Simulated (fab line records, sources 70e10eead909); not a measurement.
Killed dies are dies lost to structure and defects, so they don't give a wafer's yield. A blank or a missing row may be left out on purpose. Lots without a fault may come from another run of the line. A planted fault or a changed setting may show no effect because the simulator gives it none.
One fault seen from 2 desks | flow nand_harc | each desk has only its own numbers; what lay behind them comes last

THE TOOL OWNER'S DESK: rie_diel-12
The tool's own readings at NHARC_P_BONDPAD_ETCH_12 (etches the open film in CHF3/O2, target depth 200 nm, time 100 s): means of the sampled wafers that have a number, for each lot that ran on this tool. A lot is out of limits, marked OUT, if its mean lies more than 4 standard deviations from the usual mean; the brackets give that distance.
Columns: A = chamber_pressure_mTorr at NHARC_P_BONDPAD_ETCH_12, usual 25.003 mTorr; B = drypump_motor_current_A at NHARC_P_BONDPAD_ETCH_12, usual 5.6 A; C = oes_product_au at NHARC_P_BONDPAD_ETCH_12, usual 0.946 a.u.; D = rf_vpp_V at NHARC_P_BONDPAD_ETCH_12, usual 371.3 V; E = showerhead_plenum_p_Torr at NHARC_P_BONDPAD_ETCH_12, usual 2.44 Torr; F = throttle_valve_pct at NHARC_P_BONDPAD_ETCH_12, usual 20.573 %
lot  | first seen here | A      | B   | C     | D     | E    | F
L701 | day 7 08:05     | 24.975 | 5.5 | 0.974 | 373.6 | 2.55 | 20.575
L706 | day 9 17:07     | 25.008 | 5.3 | 0.930 | 373.3 | 2.56 | 20.575
L710 | day 11 02:30    | 24.990 | 5.8 | 0.975 | 373.4 | 2.54 | 20.572
L713 | day 12 18:11    | 25.008 | 5.7 | 0.959 | 373.2 | 2.54 | 20.588
L712 | day 12 20:24    | 25.020 | 5.6 | 0.951 | 373.4 | 2.56 | 20.568
L714 | day 12 22:04    | 25.000 | 5.5 | 0.950 | 374.1 | 2.55 | 20.570
L716 | day 13 18:08    | 25.017 | 5.2 | 0.941 | 373.7 | 2.56 | 20.565
This desk's finding: nothing out of limits on any of the 7 lots.

THE METROLOGY DESK
What the gauges read, lot by lot, whatever tool the lot ran on: means of the sampled wafers that have a number. A lot is out of limits, marked OUT, if its mean lies more than 4 standard deviations from the usual mean; the brackets give that distance.
Columns: A = thk_nm at NHARC_THIN_TSV_THK_MEAS_02, usual 2974 nm
lot  | first seen here | A
L700 | day 23 17:55    | 3297
L702 | day 24 10:13    | 2826
L701 | day 24 11:26    | 2697
L704 | day 25 03:49    | 3062
L703 | day 25 18:25    | 2849
L706 | day 26 13:07    | 2859
L707 | day 26 20:47    | 2844
L708 | day 27 08:34    | 2983
L710 | day 28 11:12    | 3357
L713 | day 29 05:10    | 3182
L714 | day 29 06:20    | 2941
L712 | day 29 23:26    | 2939
L716 | day 31 07:58    | 2579
This desk's finding: nothing out of limits on any of the 13 lots.

PUT TOGETHER
The tool owner's desk saw nothing out of limits.
The metrology desk saw nothing out of limits.

WHAT THE SIMULATOR HAD PUT IN
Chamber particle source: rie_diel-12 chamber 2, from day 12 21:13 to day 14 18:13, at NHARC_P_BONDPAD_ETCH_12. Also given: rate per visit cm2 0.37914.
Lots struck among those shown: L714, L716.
